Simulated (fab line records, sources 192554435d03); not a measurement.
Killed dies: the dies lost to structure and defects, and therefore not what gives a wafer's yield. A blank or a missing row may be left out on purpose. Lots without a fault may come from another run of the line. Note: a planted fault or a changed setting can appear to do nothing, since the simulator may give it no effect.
Which tool is to blame? ; flow n5_finfet ; Sampling: 10 lots, 30 wafers, 6 of 1938 route steps

== WHAT THE GAUGES SHOWED, per wafer ==
No reading from a measuring or inspecting step in the record can be judged against a usual standard deviation.

== WHICH TOOL RAN EACH LOT (tool, then ch and the chambers of the sampled wafers, then the start) ==
lot;N5_BEOL_M10_ETCH_66;N5_BEOL_M10_VIA_ETCH_34;N5_BEOL_M10_SURFACE_TREAT_76;N5_BEOL_M10_CVD_75;N5_BEOL_M10_CMP_52;N5_PASSIVATION_PROBE_49
L207;rie_diel-05 ch 0,2,3, day 10 19:16;rie_diel-05 ch 0,2,3, day 10 19:23;pvd_sputter-02, day 10 20:50;cvd_co-02 ch 1,2, day 10 20:56;cmp-01 ch 0,1,2, day 10 21:49;-
L208;rie_diel-02 ch 0,1,2, day 11 07:33;rie_diel-02 ch 0,1,2, day 11 07:40;pvd_sputter-03, day 11 09:45;cvd_co-02 ch 0,2, day 11 09:52;cmp-02 ch 0,1,2, day 11 10:42;-
L216;rie_diel-01 ch 0,1,2, day 12 17:47;rie_diel-01 ch 0,1,2, day 12 17:55;pvd_sputter-02, day 12 19:20;cvd_co-02 ch 0,1,2, day 12 19:28;cmp-01 ch 0,1, day 12 20:23;prober-02, day 14 17:06
L215;rie_diel-05 ch 1,2, day 13 00:12;rie_diel-05 ch 1,2, day 13 00:20;pvd_sputter-02, day 13 03:04;cvd_co-02 ch 0,1, day 13 03:08;cmp-02 ch 1,2,3, day 13 04:10;prober-02, day 15 02:37
L217;rie_diel-05 ch 0,2,3, day 13 04:47;rie_diel-05 ch 0,2,3, day 13 04:55;pvd_sputter-03, day 13 06:28;cvd_co-02 ch 0,1,2, day 13 06:38;cmp-02 ch 2,3, day 13 07:30;-
L222;rie_diel-02 ch 0,1, day 14 05:15;rie_diel-02 ch 0,1, day 14 05:22;pvd_sputter-03, day 14 08:59;cvd_co-01 ch 0,1, day 14 09:07;cmp-01 ch 0,2, day 14 10:20;-
L224;rie_diel-01 ch 0,1,3, day 14 15:31;rie_diel-01 ch 0,1,3, day 14 15:38;pvd_sputter-03, day 14 17:50;cvd_co-02 ch 0,2, day 14 17:54;cmp-01 ch 0,2,3, day 14 18:36;prober-01, day 16 20:31
L226;rie_diel-02 ch 0,1,3, day 15 20:38;rie_diel-02 ch 0,1,3, day 15 20:46;pvd_sputter-03, day 15 22:29;cvd_co-02 ch 0,1, day 15 22:46;cmp-03 ch 1,2, day 15 23:37;-
L230;rie_diel-01 ch 0,3, day 15 23:33;rie_diel-01 ch 0,3, day 15 23:41;pvd_sputter-03, day 16 01:24;cvd_co-02 ch 0,1,2, day 16 01:31;cmp-02 ch 1,2, day 16 02:07;-
L229;rie_diel-02 ch 0,2,3, day 16 15:38;rie_diel-02 ch 0,2,3, day 16 15:46;pvd_sputter-03, day 16 17:44;cvd_co-02 ch 0,1, day 16 17:50;cmp-02 ch 2,3, day 16 18:45;prober-01, day 18 19:07
- N5_BEOL_M10_ETCH_66: etches SOC in N2/H2, target depth 120 nm, overetch 24 nm, time 180 s.
- N5_BEOL_M10_VIA_ETCH_34: etches SiCOH lowk in C4F6/O2, target depth 184.5 nm, time 69.2 s.
- N5_BEOL_M10_SURFACE_TREAT_76
- N5_BEOL_M10_CVD_75: deposits Co from CCTBA/H2, target thk 2 nm, time 138.9 s.
- N5_BEOL_M10_CMP_52: polishes, stops on SiCOH lowk, t overpolish 7 s, target thk 140 nm.
- N5_PASSIVATION_PROBE_49

== AS READ BY THE TOOLS THEMSELVES (means over the sampled wafers that have a number; for cases with no such wafer, the mark the record gives instead) ==
N5_BEOL_M10_ETCH_66. Usual: drypump_motor_current_A 5.6 A, standard deviation 0.48; oes_product_au 0.63 a.u., standard deviation 0.073; rf_vpp_V 523.0 V, standard deviation 2.4; showerhead_plenum_p_Torr 2.51 Torr, standard deviation 0.083; throttle_valve_pct 17.95 %, standard deviation 0.23.
lot;tool;drypump_motor_current_A (A);oes_product_au (a.u.);rf_vpp_V (V);showerhead_plenum_p_Torr (Torr);throttle_valve_pct (%);flag
L207;rie_diel-05;5.6;0.57;521.5;2.45;17.87;
L208;rie_diel-02;6.1;0.73;524.7;2.59;17.86;
L216;rie_diel-01;5.5;0.58;523.0;2.48;18.17;
L215;rie_diel-05;5.1;0.59;520.8;2.43;17.69;
L217;rie_diel-05;5.5;0.64;520.6;2.44;17.76;
L222;rie_diel-02;5.9;0.68;524.0;2.54;17.89;
L224;rie_diel-01;5.8;0.58;522.9;2.52;18.20;
L226;rie_diel-02;5.7;0.67;524.5;2.57;17.89;
L230;rie_diel-01;5.9;0.65;524.6;2.58;17.97;
L229;rie_diel-02;6.0;0.70;523.3;2.54;17.79;

N5_BEOL_M10_VIA_ETCH_34. Usual: drypump_motor_current_A 5.6 A, standard deviation 0.48; oes_product_au 0.78 a.u., standard deviation 0.095; rf_vpp_V 668 V, standard deviation 5.3; showerhead_plenum_p_Torr 2.81 Torr, standard deviation 0.088; throttle_valve_pct 21.01 %, standard deviation 0.2.
lot;tool;drypump_motor_current_A (A);oes_product_au (a.u.);rf_vpp_V (V);showerhead_plenum_p_Torr (Torr);throttle_valve_pct (%);flag
L207;rie_diel-05;5.5;0.70;665;2.74;20.91;
L208;rie_diel-02;6.1;0.90;668;2.89;20.96;
L216;rie_diel-01;5.5;0.72;667;2.79;21.19;
L215;rie_diel-05;5.2;0.73;664;2.71;20.70;
L217;rie_diel-05;5.6;0.79;666;2.73;20.82;
L222;rie_diel-02;5.9;0.85;673;2.83;20.99;
L224;rie_diel-01;5.7;0.71;670;2.82;21.26;
L226;rie_diel-02;5.7;0.84;670;2.87;20.99;
L230;rie_diel-01;5.9;0.80;673;2.89;21.10;
L229;rie_diel-02;6.0;0.86;667;2.84;20.92;

N5_BEOL_M10_CMP_52. Usual: barrier_field_endpoint_s is 28.9 s with standard deviation 0.64, edge_zone_pressure_frac is 1.000 with standard deviation 0.005, motor_current_A is 6.1 A with standard deviation 0.6, overpolish_run_s is 7.000 s with standard deviation 0.0083, pad_life_wafers is 989 with standard deviation 660, slurry_flow_ml_min is 150.0 with standard deviation 0.48, and time_to_endpoint_s is 66.3 s with standard deviation 2.5.
lot;tool;barrier_field_endpoint_s (s);edge_zone_pressure_frac;motor_current_A (A);overpolish_run_s (s);pad_life_wafers;slurry_flow_ml_min;time_to_endpoint_s (s);flag
L207;cmp-01;29.1;1.003;5.8;6.999;1771;150.3;69.0;
L208;cmp-02;28.4;1.000;6.7;6.986;236;149.9;67.6;
L216;cmp-01;31.8;1.002;6.0;6.996;34;150.5;67.9;OFF
L215;cmp-02;31.6;0.995;6.6;6.998;552;150.4;66.9;OFF
L217;cmp-02;29.1;0.999;6.4;7.005;589;150.2;66.3;
L222;cmp-01;32.4;0.999;5.3;6.999;335;149.6;68.3;OFF
L224;cmp-01;28.7;1.000;5.3;7.001;397;149.8;66.4;
L226;cmp-03;28.2;1.002;5.9;7.000;1926;149.5;62.5;
L230;cmp-02;29.6;1.005;6.8;7.007;1152;149.9;64.1;
L229;cmp-02;29.8;1.000;6.4;6.997;1328;149.6;64.9;

N5_PASSIVATION_PROBE_49. Usual: defect_limited_yield 91.6 %, standard deviation 1.4; killed_at_M0_to_M3 33, standard deviation 9.7; killed_at_M4_up 13, standard deviation 5.4; killed_at_contacts 13, standard deviation 6.6; killed_at_front_end 36, standard deviation 11; killed_at_other 3.9, standard deviation 3; killed_dies 99, standard deviation 16; killed_open 66, standard deviation 12; killed_short 32, standard deviation 7.9; sort_bin_5_function 4.9 %, standard deviation 0.9; sort_bin_6_memory 3.2 %, standard deviation 0.67; sort_n_pass 1081, standard deviation 16; sort_yield_pct 91.6 %, standard deviation 1.4.
lot;tool;defect_limited_yield (%);killed_at_M0_to_M3;killed_at_M4_up;killed_at_contacts;killed_at_front_end;killed_at_other;killed_dies;killed_open;killed_short;sort_bin_5_function (%);sort_bin_6_memory (%);sort_n_pass;sort_yield_pct (%);flag
L216;prober-02;91.8;30;14;12;40;1.0;97;69;28;5.0;3.0;1083;91.8;
L215;prober-02;91.6;39;14;8;35;3.7;99;68;30;5.0;3.0;1081;91.6;
L224;prober-01;92.0;26;9;20;34;4.7;95;65;30;4.9;2.9;1085;92.0;
L229;prober-01;91.0;39;16;7;37;7.0;106;66;39;5.3;3.1;1074;91.0;

== THE ANSWER, worked out from the rows above alone ==
Rule: a lot counts as off when the mean over its wafers that have a number is more than 3 standard deviations away from the usual mean. Also off: a lot with no number at a reading for which 4 or more lots have one. Where the step has rows for the other lots, those lots are counted as sound. First the gauges in route order, then the tools' own readings, where a lot's mean is used as printed above. At the first step where some lot is off, the reading lying furthest off is the one used; lots without a number count as furthest.
Off: L216, L215, L222 (N5_BEOL_M10_CMP_52, barrier_field_endpoint_s).
A tool fits if, at that step or a process step before it, it ran every lot that is off, and no sound lot after the first of them. None of those tried fits.

== WHAT HAD BEEN PUT IN BY THE SIMULATOR ==
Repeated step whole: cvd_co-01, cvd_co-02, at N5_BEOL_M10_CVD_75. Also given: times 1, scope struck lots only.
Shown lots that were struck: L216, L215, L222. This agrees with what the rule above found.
